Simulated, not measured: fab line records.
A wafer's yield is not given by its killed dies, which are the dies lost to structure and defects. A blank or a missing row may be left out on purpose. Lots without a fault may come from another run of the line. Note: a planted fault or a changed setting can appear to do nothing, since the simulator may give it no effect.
fab line records	flow n5_finfet
record lots=7	wafers=21
route steps=1938 shown BEOL_M10@1495 BEOL_M11@1539 BEOL_M13@1673
start_h: hours from the record's opening day to when the first of the lot's shown wafers began	wait_h: how many hours have passed since the lot's step before this one	" repeats the value in the row above	L1.1+2: a single row standing in for several wafers	- either no value or no given start	* or withheld: withheld	< > ~ a bound
route shown NAME@n: a module of which the file shows steps, and the number in the route of the first	usual: mean and standard deviation over wafers with no fault	same: alike in all rows	chamber/n: place in a boat	sites: each site's reading	_std_site: standard deviation of those values	_edge_site: the outer-site mean with the inner-site mean subtracted	radius_mm: how far each site lies from the wafer's centre	mask NAME#n: copy n	behind: the last tool/chamber to shape the wafer	hold: what put the lot on hold/how long, in hours/how the hold closed	device: the transistor (n, p or np) that didn't switch	end of line: the route-end tests of the same wafers	where a step has no rows: the recipe by itself	killed: dies that structure and defects cost at the first sort, which is not the same as the wafer's yield	map: a wafer's dies, x killed, . not, _ none there
set.NAME: the run value of the setting; set.NAME@STEP: its run value at that earlier step	model.NAME: the simulator's own value behind a step, which no gauge read
one table per step and one row per wafer, for lots whose settings were changed on purpose
## steps
# step N5_BEOL_M10_COAT_64
# recipe resist=SiARC	temp_c=220	time_s=60	spin_rpm=1500	resist_thk_nm=30
lot.wafer	tool	chamber	start_h	wait_h	set.spin_rpm	model.SiARC_of_BEOL_M10_COAT_64.thk_nm
L076.2	litho_track-02	0	-	-	1380	31.2
L076.3+4	"	0	"	"	1500	29.8
L078.2	litho_track-02	0	-	-	1601	29
L078.3+5	"	0	"	"	1500	30
L079.2+5	litho_track-03	0	-	-	1613	29
L079.3	"	0	"	"	1500	30
L080.4+6	litho_track-02	0	-	-	1610	28.8
L080.5	"	0	"	"	1500	30
L093.1+3+6	litho_track-03	0	-	-	1500	30
L094.3	litho_track-01	0	-	-	1441	30.6
L094.4	"	0	"	"	1500	30
L094.5	"	0	"	"	1441	30.8
L095.2	litho_track-02	0	-	-	1500	29.8
L095.3+4	"	0	"	"	1437	30.4
# step N5_BEOL_M10_COAT_22
# recipe resist=CAR-ArF	spin_rpm=1500	resist_thk_nm=90
# step N5_BEOL_M10_EBR_24
# recipe solvent=PGMEA	ebr_width_mm=1.5
# step N5_BEOL_M10_DESCUM_33
# recipe chemistry=O2	time_s=7.9	source_power_w=50	bias_power_w=20	pressure_mtorr=20	rf_frequency_hz=2.712e+07	temp_c=40	resist=CAR-ArF	o2_flow_sccm=225
# step N5_BEOL_M10_ETCH_65
# recipe chemistry=CF4	target=SiARC	target_depth_a=390	mask_material=CAR-ArF	time_s=65	ion_energy_ev=80	pressure_mtorr=40	source_w=545	bias_w=36	Ar_flow_sccm=100	cf4_flow_sccm=100	ends=cleared
lot.wafer	tool	chamber	start_h	wait_h	set.spin_rpm@BEOL_M10_COAT_64	model.CAR-ArF_of_BEOL_M10_COAT_22.thk_nm	model.etch.depth_nm
L076.2	rie_diel-02	3	229.20	0.0	1380	54.2	31.14
L076.3	"	0	"	"	1500	55.4	29.81
L076.4	"	2	"	"	1500	55.2	29.87
L078.2	rie_diel-02	1	234.96	0.0	1601	56	28.97
L078.3	"	0	"	"	1500	55.2	29.93
L078.5	"	3	"	"	1500	54.8	29.95
L079.2	rie_diel-04	2	243.55	0.0	1613	56	29.01
L079.3	"	0	"	"	1500	55.4	29.92
L079.5	"	2	"	"	1613	56.2	28.92
L080.4	rie_diel-02	1	244.12	0.0	1610	56.4	28.75
L080.5	"	0	"	"	1500	55.4	29.92
L080.6	"	3	"	"	1610	56.4	28.84
L093.1	rie_diel-04	0	327.80	0.0	1500	55.2	29.92
L093.3	"	3	"	"	1500	55.2	30.01
L093.6	"	3	"	"	1500	55.4	30.07
L094.3	rie_diel-01	3	337.52	0.0	1441	55.6	30.69
L094.4	"	0	"	"	1500	56.2	30.08
L094.5	"	3	"	"	1441	55.4	30.71
L095.2	rie_diel-02	2	341.33	0.0	1500	55.2	29.84
L095.3	"	3	"	"	1437	54.6	30.46
L095.4	"	0	"	"	1437	54.4	30.5
# step N5_BEOL_M10_ETCH_66
# recipe chemistry=N2/H2	target=SOC	target_depth_a=1200	overetch_a=240	mask_material=SiARC	temp_c=40	time_s=180	ion_energy_ev=200	pressure_mtorr=30	source_w=840	bias_w=150	n2_flow_sccm=200	h2_flow_sccm=200
lot.wafer	tool	chamber	start_h	wait_h	set.spin_rpm@BEOL_M10_COAT_63	set.spin_rpm@BEOL_M10_COAT_64	model.etch.depth_nm	model.SiARC_of_BEOL_M10_COAT_64.thk_nm
L076.2	rie_diel-02	3	229.25	0.0	1500	1380	99.85	23.8
L076.3	"	0	"	"	1382	1500	103.8	22.6
L076.4	"	2	"	"	1382	1500	104.1	23
L078.2	rie_diel-02	1	235.01	0.0	1605	1601	96.58	21.8
L078.3	"	0	"	"	1605	1500	96.41	22.6
L078.5	"	3	"	"	1605	1500	96.78	22.6
L079.2	rie_diel-04	2	243.60	0.0	1651	1613	95.39	21.8
L079.3	"	0	"	"	1651	1500	95.05	22.6
L079.5	"	2	"	"	1500	1613	100	21.6
L080.4	rie_diel-02	1	244.20	0.1	1500	1610	99.63	21.4
L080.5	"	0	"	"	1404	1500	103.2	22.6
L080.6	"	3	"	"	1500	1610	99.12	21.4
L093.1	rie_diel-04	0	327.85	0.0	1500	1500	100	22.6
L093.3	"	3	"	"	1500	1500	99.9	22.8
L093.6	"	3	"	"	1500	1500	99.91	22.8
L094.3	rie_diel-01	3	337.57	0.0	1338	1441	106.3	23.2
L094.4	"	0	"	"	1500	1500	100.4	23
L094.5	"	3	"	"	1338	1441	106.4	23
L095.2	rie_diel-02	2	341.38	0.0	1661	1500	94.74	22.8
L095.3	"	3	"	"	1500	1437	99.68	22.8
L095.4	"	0	"	"	1661	1437	94.85	23.2
# step N5_BEOL_M10_STRIP_69
# recipe chemistry=N2/H2	temp_c=40	n2_flow_sccm=200	h2_flow_sccm=200	rf_frequency_hz=6e+07
# step N5_BEOL_M10_VIA_ETCH_34
# recipe chemistry=C4F6/O2	target=SiCOH_lowk	target_depth_a=1845	mask_material=SOC	taper_deg=4	time_s=69.2	ion_energy_ev=250	pressure_mtorr=30	source_w=345	bias_w=185	Ar_flow_sccm=300	C4F6_flow_sccm=10	O2_flow_sccm=10
lot.wafer	tool	chamber	start_h	wait_h	set.spin_rpm@BEOL_M10_COAT_63	model.SOC_of_BEOL_M10_COAT_63.thk_nm
L076.2	rie_diel-02	3	229.37	0.0	1500	92
L076.3	"	0	"	"	1382	95.6
L076.4	"	2	"	"	1382	96
L078.2	rie_diel-02	1	235.13	0.0	1605	88.4
L078.3	"	0	"	"	1605	88.2
L078.5	"	3	"	"	1605	89
L079.2	rie_diel-04	2	243.73	0.0	1651	87.2
L079.3	"	0	"	"	1651	86.8
L079.5	"	2	"	"	1500	91.8
L080.4	rie_diel-02	1	244.30	0.0	1500	91.4
L080.5	"	0	"	"	1404	94.8
L080.6	"	3	"	"	1500	91.2
L093.1+3+6	rie_diel-04	0,3,3	327.97	0.0	1500	92
L094.3+5	rie_diel-01	3	337.70	0.0	1338	98
L094.4	"	0	"	"	1500	92.4
L095.2+4	rie_diel-02	2,0	341.50	0.0	1661	86.6
L095.3	"	3	"	"	1500	91.6
# step N5_BEOL_M11_PECVD_70
# recipe material=SiO2	target_thk_a=200	temp_c=400	precursor=TEOS/O2	pressure_torr=5.5	rf_w=450	teos_flow_sccm=53.8	gas=O2	flow_sccm=3000	time_s=22.7
lot.wafer	tool	chamber	start_h	wait_h	set.time_s	model.SiO2_of_BEOL_M11_PECVD_70.thk_nm
L076.2	pecvd-02	2	235.58	0.0	22.7	19.8
L076.3	"	1	"	"	23.99	21.2
L076.4	"	2	"	"	22.7	20.2
L078.2	pecvd-04	1	240.36	0.0	22.7	19.4
L078.3	"	1	"	"	22.7	20
L078.5	"	1	"	"	25.02	21.6
L079.2+5	pecvd-04	0	248.22	0.0	22.7	20
L079.3	"	0	"	"	22.7	20.2
L080.4	pecvd-03	2	249.67	0.1	22.7	20.4
L080.5	"	0	"	"	20.83	19
L080.6	"	1	"	"	20.83	18.4
L093.1+3+6	pecvd-02	1,2,1	333.09	0.0	22.7	19.8
L094.3	pecvd-02	0	342.17	0.0	24.55	21.2
L094.4+5	"	2,1	"	"	22.7	20.2
L095.2	pecvd-04	0	344.79	0.0	21.03	18.6
L095.3	"	2	"	"	22.7	20
L095.4	"	1	"	"	21.03	18.4
# step N5_BEOL_M11_COAT_05
# recipe resist=CAR-ArF	spin_rpm=1500	resist_thk_nm=90
lot.wafer	tool	chamber	start_h	wait_h	set.spin_rpm	model.CAR-ArF_of_BEOL_M11_COAT_05.thk_nm
L076.2	litho_track-04	0	-	-	1500	90
L076.3	"	0	"	"	1500	89.8
L076.4	"	0	"	"	1383	93.6
L078.2	litho_track-05	0	-	-	1447	91.6
L078.3+5	"	0	"	"	1500	90
L079.2	litho_track-04	0	-	-	1500	90
L079.3	"	0	"	"	1500	89.8
L079.5	"	0	"	"	1500	89.6
L080.4	litho_track-02	0	-	-	1500	89.8
L080.5	"	0	"	"	1500	89.6
L080.6	"	0	"	"	1620	86.4
L093.1	litho_track-02	0	-	-	1500	90
L093.3	"	0	"	"	1500	89.8
L093.6	"	0	"	"	1500	89.6
L094.3	litho_track-05	0	-	-	1500	90
L094.4	"	0	"	"	1500	90.2
L094.5	"	0	"	"	1500	89.6
L095.2+3	litho_track-05	0	-	-	1500	90.2
L095.4	"	0	"	"	1500	90
# step N5_BEOL_M11_EBR_07
# recipe solvent=PGMEA	ebr_width_mm=1.5
# step N5_BEOL_M11_SOFTBAKE_06
# recipe temp_c=110	time_s=60	resist=CAR-ArF
# step N5_BEOL_M11_EXPOSE_08
# recipe mask_id=M11	na=1.35	source_shape=dipole	sigma_inner=0.411	sigma_outer=0.611	polarization=te	dose_mj=53.75
# step N5_BEOL_M11_PEB_09
# recipe peb_temp_c=withheld	peb_time_s=60	resist=CAR-ArF
# step N5_BEOL_M11_DEVELOP_10
# recipe develop_time_s=30	developer=TMAH	resist=CAR-ArF	rinse_liquid=diw	dry=air_spin	dev_temp_c=23
lot.wafer	tool	chamber	start_h	wait_h	set.spin_rpm@BEOL_M11_COAT_05	model.CAR-ArF_of_BEOL_M11_COAT_05.thk_nm
L076.2+3	litho_track-04	0	-	-	1500	88.2
L076.4	"	0	"	"	1383	91.8
L078.2	litho_track-05	0	-	-	1447	90
L078.3+5	"	0	"	"	1500	88.2
L079.2	litho_track-05	0	-	-	1500	88.2
L079.3+5	"	0	"	"	1500	88
L080.4	litho_track-04	0	-	-	1500	88.2
L080.5	"	0	"	"	1500	88
L080.6	"	0	"	"	1620	84.6
L093.1	litho_track-05	0	-	-	1500	88.4
L093.3+6	"	0	"	"	1500	88
L094.3+4	litho_track-05	0	-	-	1500	88.4
L094.5	"	0	"	"	1500	88
L095.2+3	litho_track-05	0	-	-	1500	88.6
L095.4	"	0	"	"	1500	88.2
# step N5_BEOL_M11_DESCUM_16
# recipe chemistry=O2	time_s=7.9	source_power_w=50	bias_power_w=20	pressure_mtorr=20	rf_frequency_hz=2.712e+07	temp_c=40	resist=CAR-ArF	o2_flow_sccm=225
# step N5_BEOL_M11_ETCH_61
# recipe chemistry=CF4	target=SiARC	target_depth_a=390	mask_material=CAR-ArF	time_s=65	ion_energy_ev=80	pressure_mtorr=40	source_w=545	bias_w=36	Ar_flow_sccm=100	cf4_flow_sccm=100	ends=cleared
lot.wafer	tool	chamber	start_h	wait_h	set.spin_rpm@BEOL_M11_COAT_05	model.CAR-ArF_of_BEOL_M11_COAT_05.thk_nm
L076.2+3	rie_diel-05	0,3	236.57	0.0	1500	55.4
L076.4	"	1	"	"	1383	59.2
L078.2	rie_diel-05	3	242.49	0.0	1447	57.2
L078.3+5	"	0	"	"	1500	55.4
L079.2	rie_diel-03	3	248.80	0.0	1500	55.4
L079.3+5	"	1,0	"	"	1500	55.2
L080.4	rie_diel-03	0	250.98	0.0	1500	55.4
L080.5	"	1	"	"	1500	55.2
L080.6	"	3	"	"	1620	51.8
L093.1	rie_diel-03	3	335.33	0.0	1500	55.6
L093.3	"	1	"	"	1500	55.4
L093.6	"	0	"	"	1500	55.2
L094.3+4	rie_diel-05	3,0	343.14	0.0	1500	55.8
L094.5	"	2	"	"	1500	55.2
L095.2+3	rie_diel-03	1,2	346.28	0.0	1500	55.8
L095.4	"	2	"	"	1500	55.4
# step N5_BEOL_M13_ETCH_59
# recipe chemistry=N2/H2	target=BARC	target_depth_a=890	overetch_a=267	time_s=67.9	ion_energy_ev=200	pressure_mtorr=30	source_w=840	bias_w=150	n2_flow_sccm=200	h2_flow_sccm=200
lot.wafer	tool	chamber	start_h	wait_h	set.time_s	model.coat_of_BEOL_M13_COAT_04.thk_nm
L076.2	rie_diel-03	0	249.15	0.0	56.79	329.8
L076.3	"	1	"	"	67.9	316
L076.4	"	0	"	"	56.79	329.6
L078.2	rie_diel-03	1	251.24	0.0	63.69	317.8
L078.3	"	3	"	"	63.69	320.6
L078.5	"	0	"	"	67.9	317.6
L079.2	rie_diel-03	3	264.65	0.0	67.9	318.4
L079.3	"	0	"	"	67.9	319
L079.5	"	2	"	"	56.21	330
L080.4	rie_diel-03	2	264.96	0.0	67.9	316.2
L080.5	"	0	"	"	67.9	318
L080.6	"	3	"	"	67.9	315.4
L093.1	rie_diel-05	2	349.80	0.0	67.9	314.6
L093.3	"	3	"	"	67.9	319.4
L093.6	"	1	"	"	67.9	320.2
L094.3	rie_diel-03	2	355.38	0.0	82.98	303
L094.4	"	3	"	"	82.98	301.4
L094.5	"	1	"	"	82.98	301.6
L095.2	rie_diel-06	3	356.06	0.0	67.9	313.6
L095.3	"	1	"	"	67.9	318
L095.4	"	0	"	"	67.9	314.8
# step N5_BEOL_M13_EXPOSE_25
# recipe mask_id=M13	na=0.93	source_shape=conventional	sigma_outer=0.4	polarization=unpolarized	target_cd_nm=210	dose_mj=22
lot.wafer	tool	chamber	start_h	wait_h	mask	set.dose_mj
L076.2	krf_scanner-02	0	249.86	-	M13#0	22.89
L076.3+4	"	0	"	"	M13#0	22
L078.2+3+5	krf_scanner-02	0	251.92	-	M13#0	22
L079.2+3	krf_scanner-02	0	265.33	-	M13#0	21.4
L079.5	"	0	"	"	M13#0	22
L080.4	krf_scanner-02	0	265.62	-	M13#0	22
L080.5+6	"	0	"	"	M13#0	23.27
L093.1+3+6	krf_scanner-01	0	350.45	-	M13#0	22
L094.3+5	krf_scanner-02	0	356.21	-	M13#0	22
L094.4	"	0	"	"	M13#0	23.37
L095.2+3+4	krf_scanner-01	0	356.87	-	M13#0	22
# step N5_BEOL_M13_PEB_26
# recipe peb_temp_c=130	peb_time_s=90
# step N5_BEOL_M13_DEVELOP_27
# recipe develop_time_s=45	rinse_liquid=diw	dry=air_spin	dev_temp_c=21
# step N5_BEOL_M13_HARDBAKE_32
# recipe temp_c=130	time_s=120
# step N5_BEOL_M13_CD_MEAS_28
# recipe target_cd_nm=209.5	landing_energy_ev=500	detector=se_inlens
# usual cd_nm=209.5/1.1
lot.wafer	tool	chamber	start_h	wait_h	set.dose_mj@BEOL_M13_EXPOSE_25	cd_nm
L076.2	cd_sem-02	0	250.03	-	22.89	213.5
L076.3	"	0	"	"	22	209.6
L076.4	"	0	"	"	22	210.0
L078.2	cd_sem-01	0	252.08	-	22	209.4
L078.3	"	0	"	"	22	210.2
L078.5	"	0	"	"	22	210.6
L079.2	cd_sem-01	0	265.50	-	21.4	206.9
L079.3	"	0	"	"	21.4	207.6
L079.5	"	0	"	"	22	209.1
L080.4	cd_sem-01	0	265.78	-	22	209.9
L080.5	"	0	"	"	23.27	216.0
L080.6	"	0	"	"	23.27	215.4
L093.1	cd_sem-03	0	350.62	-	22	207.7
L093.3	"	0	"	"	22	208.3
L093.6	"	0	"	"	22	207.6
L094.3	cd_sem-02	0	356.37	-	22	209.7
L094.4	"	0	"	"	23.37	214.4
L094.5	"	0	"	"	22	209.4
L095.2	cd_sem-02	0	357.04	-	22	210.7
L095.3	"	0	"	"	22	209.8
L095.4	"	0	"	"	22	210.8
# step N5_BEOL_M13_DESCUM_33
# recipe chemistry=O2	time_s=7.9	source_power_w=50	bias_power_w=20	pressure_mtorr=20	rf_frequency_hz=2.712e+07	temp_c=40	o2_flow_sccm=225
lot.wafer	tool	chamber	start_h	wait_h	set.dose_mj@BEOL_M13_EXPOSE_25	model.BEOL_M13.cd_nm
L076.2	rie_diel-05	2	250.24	0.1	22.89	213.4
L076.3	"	1	"	"	22	209.6
L076.4	"	0	"	"	22	210
L078.2	rie_diel-05	1	252.78	0.6	22	209.4
L078.3+5	"	0	"	"	22	210.4
L079.2	rie_diel-05	3	265.88	0.3	21.4	207.2
L079.3	"	0	"	"	21.4	207.6
L079.5	"	2	"	"	22	209
L080.4	rie_diel-03	3	266.16	0.3	22	210
L080.5	"	0	"	"	23.27	216.2
L080.6	"	3	"	"	23.27	215.4
L093.1	rie_diel-03	2	350.71	0.0	22	207.2
L093.3	"	3	"	"	22	208.6
L093.6	"	2	"	"	22	208
L094.3	rie_diel-05	0	356.46	0.0	22	209.4
L094.4	"	2	"	"	23.37	214.2
L094.5	"	1	"	"	22	209
L095.2	rie_diel-06	2	357.27	0.2	22	210.8
L095.3	"	1	"	"	22	209.8
L095.4	"	0	"	"	22	211
# step N5_BEOL_M13_ETCH_67
# recipe chemistry=CF4	target=SiARC	target_depth_a=1430	time_s=238.3	ion_energy_ev=80	pressure_mtorr=40	source_w=545	bias_w=36	Ar_flow_sccm=100	cf4_flow_sccm=100	ends=cleared
lot.wafer	tool	chamber	start_h	wait_h	set.dose_mj@BEOL_M13_EXPOSE_25	model.BEOL_M13.cd_nm
L076.2	rie_diel-05	2	250.28	0.0	22.89	213.6
L076.3	"	1	"	"	22	210.2
L076.4	"	0	"	"	22	210.6
L078.2	rie_diel-05	1	252.81	0.0	22	209.8
L078.3+5	"	0	"	"	22	210.8
L079.2	rie_diel-05	3	265.91	0.0	21.4	208
L079.3	"	0	"	"	21.4	207.4
L079.5	"	2	"	"	22	210
L080.4	rie_diel-03	3	266.20	0.0	22	211.2
L080.5+6	"	0,3	"	"	23.27	216.6
L093.1	rie_diel-03	2	350.74	0.0	22	208.2
L093.3	"	3	"	"	22	209.6
L093.6	"	2	"	"	22	208.8
L094.3	rie_diel-05	0	356.49	0.0	22	209.6
L094.4	"	2	"	"	23.37	214.8
L094.5	"	1	"	"	22	209.8
L095.2+4	rie_diel-06	2,0	357.31	0.0	22	211.2
L095.3	"	1	"	"	22	210
# step N5_BEOL_M13_CMP_49
# recipe stop_on=SiOC	t_overpolish_s=17.1	down_force_psi=1	platen_rpm=50	clearing_platen_down_force_psi=1.5	clearing_platen_rpm=50	post_cmp_clean=cu_alkaline	target_thk_nm=420	clearing_platen_pad_velocity_m_s=0.99484	pad_velocity_m_s=0.99484
# usual barrier_field_endpoint_s=30.2/0.85
lot.wafer	tool	chamber	start_h	wait_h	set.down_force_psi	barrier_field_endpoint_s
L076.3	cmp-04	2	252.56	0.2	0.8304	35.2
L076.4	"	3	"	"	1	29.1
L076.2	"	0	"	"	1	30.3
L078.2	cmp-04	2	255.49	0.2	1.215	24.7
L078.3	"	0	"	"	1	30.5
L078.5	"	3	"	"	1.215	24.8
L079.3	cmp-03	0	269.07	0.2	0.8946	32.8
L079.2	"	1	"	"	1	29.5
L079.5	"	3	"	"	0.8946	33.4
L080.4	cmp-02	3	269.43	0.2	1	31.4
L080.6	"	3	"	"	1	31.1
L080.5	"	0	"	"	1	31.9
L093.3	cmp-04	1	353.60	0.2	1	29.5
L093.1	"	0	"	"	1	30.6
L093.6	"	2	"	"	1	30.1
L094.4	cmp-03	3	359.96	0.1	1	30.4
L094.3	"	1	"	"	1	30.5
L094.5	"	0	"	"	1	29.9
L095.3	cmp-03	1	361.05	0.3	1	29.8
L095.4	"	3	"	"	1	30.2
L095.2	"	0	"	"	1	30.0
## key
split step=N5_BEOL_M10_COAT_64	setting=spin_rpm	stated=1500	by=wafer
response step=N5_BEOL_M10_COAT_64	reading=model.SiARC_of_BEOL_M10_COAT_64.thk_nm	change=-0.156	per=1%	r=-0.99
response step=N5_BEOL_M10_ETCH_65	reading=model.CAR-ArF_of_BEOL_M10_COAT_22.thk_nm	change=+0.134	per=1%	r=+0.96
response step=N5_BEOL_M10_ETCH_65	reading=model.etch.depth_nm	change=-0.148	per=1%	r=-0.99
response step=N5_BEOL_M10_ETCH_66	reading=model.SiARC_of_BEOL_M10_COAT_64.thk_nm	change=-0.119	per=1%	r=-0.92
split step=N5_BEOL_M11_PECVD_70	setting=time_s	stated=22.7	by=wafer
response step=N5_BEOL_M11_PECVD_70	reading=model.SiO2_of_BEOL_M11_PECVD_70.thk_nm	change=+0.183	per=1%	r=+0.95
split step=N5_BEOL_M11_COAT_05	setting=spin_rpm	stated=1500	by=wafer
response step=N5_BEOL_M11_COAT_05	reading=model.CAR-ArF_of_BEOL_M11_COAT_05.thk_nm	change=-0.444	per=1%	r=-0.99
response step=N5_BEOL_M11_DEVELOP_10	reading=model.CAR-ArF_of_BEOL_M11_COAT_05.thk_nm	change=-0.455	per=1%	r=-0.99
response step=N5_BEOL_M11_ETCH_61	reading=model.CAR-ArF_of_BEOL_M11_COAT_05.thk_nm	change=-0.466	per=1%	r=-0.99
split step=N5_BEOL_M13_ETCH_59	setting=time_s	stated=67.9	by=wafer
response step=N5_BEOL_M13_ETCH_59	reading=model.coat_of_BEOL_M13_COAT_04.thk_nm	change=-0.711	per=1%	r=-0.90
split step=N5_BEOL_M13_EXPOSE_25	setting=dose_mj	stated=22	by=wafer
response step=N5_BEOL_M13_CD_MEAS_28	reading=cd_nm	change=+0.868	per=1%	r=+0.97
response step=N5_BEOL_M13_DESCUM_33	reading=model.BEOL_M13.cd_nm	change=+0.871	per=1%	r=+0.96
response step=N5_BEOL_M13_ETCH_67	reading=model.BEOL_M13.cd_nm	change=+0.857	per=1%	r=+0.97
split step=N5_BEOL_M13_CMP_49	setting=down_force_psi	stated=1	by=wafer
response step=N5_BEOL_M13_CMP_49	reading=barrier_field_endpoint_s	change=-0.297	per=1%	r=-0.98
split outside_this_file step=N5_BEOL_M10_COAT_63 setting=spin_rpm
# split outside_this_file: this setting was split too, and the file shows its column; the key of that split is in another file
